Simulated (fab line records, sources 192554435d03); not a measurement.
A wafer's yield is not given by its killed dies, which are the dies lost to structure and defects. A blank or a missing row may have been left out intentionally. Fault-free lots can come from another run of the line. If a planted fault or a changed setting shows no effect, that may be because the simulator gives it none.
Which tool was responsible? / flow n5Finfet / 13 lots, 38 wafers sampled, at 1 step of a route of 1938

## WHAT THE GAUGES READ, wafer by wafer
N5_BEOL_M10_OCD_MEAS_38. Usual: trenchDepthNm at 147 nm, with a standard deviation of 3.7.
lot=L305; measured=day 10 21:40; on=ocd-01; trenchDepthNm (nm)=148 149 148; flag=
lot=L309; measured=day 11 07:16; on=ocd-02; trenchDepthNm (nm)=148 144 148; flag=
lot=L312; measured=day 11 18:49; on=ocd-02; trenchDepthNm (nm)=145 149 149; flag=
lot=L311; measured=day 12 00:50; on=ocd-02; trenchDepthNm (nm)=144 141 142; flag=
lot=L314; measured=day 12 01:32; on=ocd-02; trenchDepthNm (nm)=142 146; flag=
lot=L315; measured=day 12 23:21; on=ocd-01; trenchDepthNm (nm)=148 148 150; flag=
lot=L317; measured=day 13 14:17; on=ocd-02; trenchDepthNm (nm)=144 146 144; flag=
lot=L319; measured=day 13 17:39; on=ocd-02; trenchDepthNm (nm)=145 155 155; flag=
lot=L320; measured=day 14 07:57; on=ocd-01; trenchDepthNm (nm)=148 147 148; flag=
lot=L318; measured=day 14 13:40; on=ocd-01; trenchDepthNm (nm)=147 143 147; flag=
lot=L324; measured=day 15 00:25; on=ocd-01; trenchDepthNm (nm)=152 141 152; flag=
lot=L326; measured=day 16 06:25; on=ocd-01; trenchDepthNm (nm)=145 152 143; flag=
lot=L328; measured=day 16 12:25; on=ocd-02; trenchDepthNm (nm)=154 153 152; flag=

## WHICH TOOL RAN EACH LOT (tool, then ch and the chambers of the sampled wafers, then the start)
Record: no process step prior to these readings.

## WHAT THE TOOLS THEMSELVES READ (means of the sampled wafers that have a number; where no wafer has one, the mark that the record gives instead)
The record holds no such reading with a usual standard deviation.

## THE ANSWER, worked out from the rows above alone
Rule: take the mean of a lot's wafers that have a number; if it is more than 3 standard deviations from the usual mean, the lot is off. A lot without any number at a reading at which 4 lots or more have one is off too. The other lots that the step has rows for count as sound. Order of review: gauges by route order, followed by the tools' own readings, for which a lot's mean as printed above is used. At the first step where some lot is off, the reading lying furthest off is the one used; lots without a number count as furthest.
No lot is off at any reading shown: from this, nothing can be told.

## WHAT THE SIMULATOR HAD INSERTED
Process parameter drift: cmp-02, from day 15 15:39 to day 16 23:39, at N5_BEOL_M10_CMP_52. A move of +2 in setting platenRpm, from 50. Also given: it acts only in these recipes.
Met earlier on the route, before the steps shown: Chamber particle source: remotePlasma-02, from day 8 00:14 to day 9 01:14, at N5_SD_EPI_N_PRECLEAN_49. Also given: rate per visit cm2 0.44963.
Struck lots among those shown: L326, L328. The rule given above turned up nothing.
